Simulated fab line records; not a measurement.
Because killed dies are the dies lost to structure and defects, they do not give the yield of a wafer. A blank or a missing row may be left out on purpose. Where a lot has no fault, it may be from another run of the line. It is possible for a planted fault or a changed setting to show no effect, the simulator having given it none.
The tool behind it: which one? -- flow nandHarc -- Sampling: 14 lots, 42 wafers, 6 of 1159 route steps

== WHAT THE GAUGES READ, wafer by wafer ==
NHARC_A_M0_CD_MEAS_09 targets a cd of 80 nm.
lot,measured,on,cdNm (nm)
L722,day 18 09:15,cdSem-01,81.1 81.0 81.4
L723,day 18 15:13,cdSem-02,80.6 82.0 80.6
L724,day 18 15:22,cdSem-02,80.7 79.9 81.1
L726,day 19 15:10,cdSem-01,81.7 82.5 81.7
L725,day 19 15:59,cdSem-02,80.8 81.2 80.2
L727,day 19 22:05,cdSem-01,80.6 80.2 79.6
L728,day 20 01:38,cdSem-03,80.2 82.0 81.2
L729,day 20 02:17,cdSem-02,79.7 79.9 80.3
L737,day 23 09:50,cdSem-03,70.2 69.9 70.3
L738,day 23 17:01,cdSem-02,70.8 70.8 69.9
L743,day 23 17:19,cdSem-03,80.2 80.8 79.9
L741,day 23 23:37,cdSem-01,80.4 80.4 80.2
L734,day 24 06:59,cdSem-02,72.8 72.9 72.9
L744,day 24 09:20,cdSem-03,79.3 80.8 79.5

NHARC_A_M0_INSPECT_11.
lot,measured,on,rawDefectCount
L722,day 18 09:22,defectInspect-02,29 25 20
L723,day 18 15:20,defectInspect-01,21 23 23
L724,day 18 15:29,defectInspect-01,10 6 7
L726,day 19 15:17,defectInspect-01,13 31 25
L725,day 19 16:06,defectInspect-02,14 8 7
L727,day 19 22:12,defectInspect-02,34 21 23
L728,day 20 01:46,defectInspect-02,26 33 21
L729,day 20 02:24,defectInspect-01,21 17 15
L737,day 23 09:58,defectInspect-01,68 52 51
L738,day 23 17:08,defectInspect-02,40 39 40
L743,day 23 17:28,defectInspect-01,17 15 20
L741,day 23 23:44,defectInspect-01,41 43 32
L734,day 24 07:07,defectInspect-02,14 11 14
L744,day 24 09:27,defectInspect-01,14 13 7

NHARC_END_SORT_01.
lot,measured,on,defectLimitedYield (%),killedAtArray,killedAtOther,killedAtPeriphery,killedDies,killedOpen,killedShort,sort_bin_2_pct (%),sort_bin_3_pct (%),sort_bin_4_pct (%),sortNPass,sortRimYieldPct (%),sortYieldPct (%)
L727,day 21 15:52,prober-02,95.3 95.3 97.2,28 23 17,0 3 0,4 6 2,32 32 19,3 3 0,0 0 2,1.8 2.2 0.9,0 0.15 0.30,3.0 2.4 1.6,645 645 658,88.7 97.2 92.5,95.3 95.3 97.2
L728,day 21 23:37,prober-02,94.5 95.1 94.8,23 27 26,1 0 0,13 6 9,37 33 35,3 1 3,2 4 4,2.1 1.0 2.4,0.30 0.59 0.15,3.1 3.2 2.7,640 644 642,98.1 96.2 94.3,94.5 95.1 94.8
L729,day 22 00:20,prober-01,96.5 96.8 97.0,20 20 17,0 0 1,4 2 2,24 22 20,5 2 4,3 3 4,1.3 0.9 0.7,0.15 0 0.30,2.1 2.4 1.9,653 655 657,94.3 99.1 93.4,96.5 96.8 97.0
L734,day 26 01:56,prober-01,97.0 97.0 96.0,18 12 23,1 2 1,1 6 3,20 20 27,4 4 10,2 3 4,1.3 1.2 1.5,0.15 0 0.15,1.5 1.8 2.4,657 657 650,97.2 97.2 96.2,97.0 97.0 96.0

== EACH LOT AND THE TOOL THAT RAN IT (in order: tool; ch and the chambers of the sampled wafers; start) ==
lot,NHARC_A_BLC_PVD_32,NHARC_A_M0_PEB_07,NHARC_A_M0_PRE_CLEAN_29
L722,"pvdSputter-01, day 18 09:10 or earlier","lithoTrack-04 ch 0, day 18 09:10","pvdSputter-03, no start"
L723,"pvdSputter-01, day 18 15:08 or earlier","lithoTrack-06 ch 0, day 18 15:08","pvdSputter-01, no start"
L724,"pvdSputter-03, day 18 15:17 or earlier","lithoTrack-06 ch 0, day 18 15:17","pvdSputter-03, no start"
L726,"pvdSputter-02, day 19 15:05 or earlier","lithoTrack-06 ch 0, day 19 15:05","pvdSputter-03, no start"
L725,"pvdSputter-02, day 19 15:54 or earlier","lithoTrack-04 ch 0, day 19 15:54","pvdSputter-03, no start"
L727,"pvdSputter-03, day 19 22:00 or earlier","lithoTrack-04 ch 0, day 19 22:00","pvdSputter-02, day 21 15:52 or earlier"
L728,"pvdSputter-02, day 20 01:34 or earlier","lithoTrack-06 ch 0, day 20 01:34","pvdSputter-02, day 21 23:37 or earlier"
L729,"pvdSputter-03, day 20 02:12 or earlier","lithoTrack-01 ch 0, day 20 02:12","pvdSputter-02, day 22 00:20 or earlier"
L737,"pvdSputter-02, day 23 09:46 or earlier","lithoTrack-01 ch 0, day 23 09:46","pvdSputter-01, no start"
L738,"pvdSputter-03, day 23 16:56 or earlier","lithoTrack-01 ch 0, day 23 16:56","pvdSputter-03, no start"
L743,"pvdSputter-02, day 23 17:14 or earlier","lithoTrack-06 ch 0, day 23 17:14","pvdSputter-01, no start"
L741,"pvdSputter-03, day 23 23:32 or earlier","lithoTrack-06 ch 0, day 23 23:32","pvdSputter-02, no start"
L734,"pvdSputter-02, day 24 06:55 or earlier","lithoTrack-01 ch 0, day 24 06:55","pvdSputter-02, day 26 01:56 or earlier"
L744,"pvdSputter-02, day 24 09:15 or earlier","lithoTrack-06 ch 0, day 24 09:15","pvdSputter-03, no start"
- NHARC_A_BLC_PVD_32: deposits Ti, target thk 5 nm, time 17.7 s.
- NHARC_A_M0_PEB_07: peb time 65 s.
- NHARC_A_M0_PRE_CLEAN_29: time 30 s.

== AS READ BY THE TOOLS THEMSELVES (means over the sampled wafers that have a number; for cases with no such wafer, the mark the record gives instead) ==
NHARC_A_BLC_PVD_32.
lot,tool,throttleValvePct (%)
L722,pvdSputter-01,30.0
L723,pvdSputter-01,29.0
L724,pvdSputter-03,29.6
L726,pvdSputter-02,29.3
L725,pvdSputter-02,29.4
L727,pvdSputter-03,29.7
L728,pvdSputter-02,29.4
L729,pvdSputter-03,29.4
L737,pvdSputter-02,29.1
L738,pvdSputter-03,28.9
L743,pvdSputter-02,29.4
L741,pvdSputter-03,29.4
L734,pvdSputter-02,29.4
L744,pvdSputter-02,29.4

NHARC_A_M0_PEB_07.
lot,tool,heaterPowerTotalW (W),plateTempC (C)
L722,lithoTrack-04,156.6,99.93
L723,lithoTrack-06,156.4,100.11
L724,lithoTrack-06,156.7,100.08
L726,lithoTrack-06,156.4,99.91
L725,lithoTrack-04,156.5,99.88
L727,lithoTrack-04,156.5,99.95
L728,lithoTrack-06,156.9,99.93
L729,lithoTrack-01,156.6,100.15
L737,lithoTrack-01,151.5,97.49
L738,lithoTrack-01,151.9,97.63
L743,lithoTrack-06,156.7,99.99
L741,lithoTrack-06,156.6,100.01
L734,lithoTrack-01,151.4,97.31
L744,lithoTrack-06,156.2,100.05

NHARC_A_M0_PRE_CLEAN_29.
lot,tool,heaterPowerW (W)
L722,pvdSputter-03,444
L723,pvdSputter-01,400
L724,pvdSputter-03,450
L726,pvdSputter-03,438
L725,pvdSputter-03,440
L727,pvdSputter-02,397
L728,pvdSputter-02,394
L729,pvdSputter-02,396
L737,pvdSputter-01,398
L738,pvdSputter-03,441
L743,pvdSputter-01,375
L741,pvdSputter-02,396
L734,pvdSputter-02,389
L744,pvdSputter-03,437

== THE ANSWER, worked out from the rows above alone ==
Rule: the lots themselves supply what counts as usual. Put in order of their means at a reading, lots are off if they are a third of the lots or fewer, leave a main group of 4 or more, and stand apart from it by a gap of 3 or more times the standard deviation of the main group's means; of several such gaps the widest counts. A main group whose means are all the same, to the digits that the tables above print for the reading, isn't used. Also off: a lot with no number at a reading for which 4 or more lots have one. The other lots that the step has rows for count as sound. First the gauges in route order, then the tools' own readings, where a lot's mean is used as printed above. The first step at which some lot is off is used, and at that step the reading that is off furthest; a lot without a number counts as furthest.
Off at NHARC_A_M0_CD_MEAS_09 (cdNm): L737, L738, L734. For the main group the mean is 80.7 nm and the standard deviation 0.6.
If a tool, at a process step before that reading, ran all the lots that are off and no sound lot after the first of them, it fits. The gauges at NHARC_A_M0_CD_MEAS_09 aren't tried: what is off there is off at NHARC_A_M0_PEB_07 too, on other tools, and a gauge's error can't cause that. NHARC_A_BLC_PVD_32: start missing for some lots; hours and lot order therefore follow NHARC_A_M0_PEB_07. One fits: NHARC_A_M0_PEB_07 on lithoTrack-01. Its last sound lot is L729 (day 20 02:12), its first lot that is off L737 (day 23 09:46): a fault that began between those two fits.
The tool's own readings at NHARC_A_M0_PEB_07 bear it out: on the lots that are off they differ by more than 5 times the standard deviation of the sound lots' means. heaterPowerTotalW reads 151.6 W there against 156.6 W on the sound lots; plateTempC reads 97.48 C there against 100.00 C on the sound lots.

== WHAT THE SIMULATOR PUT IN ==
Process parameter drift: lithoTrack-01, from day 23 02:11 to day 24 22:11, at NHARC_A_M0_PEB_07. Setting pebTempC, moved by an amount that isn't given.
Lots struck among those shown: L737, L738, L734. The rule given above showed the same thing.
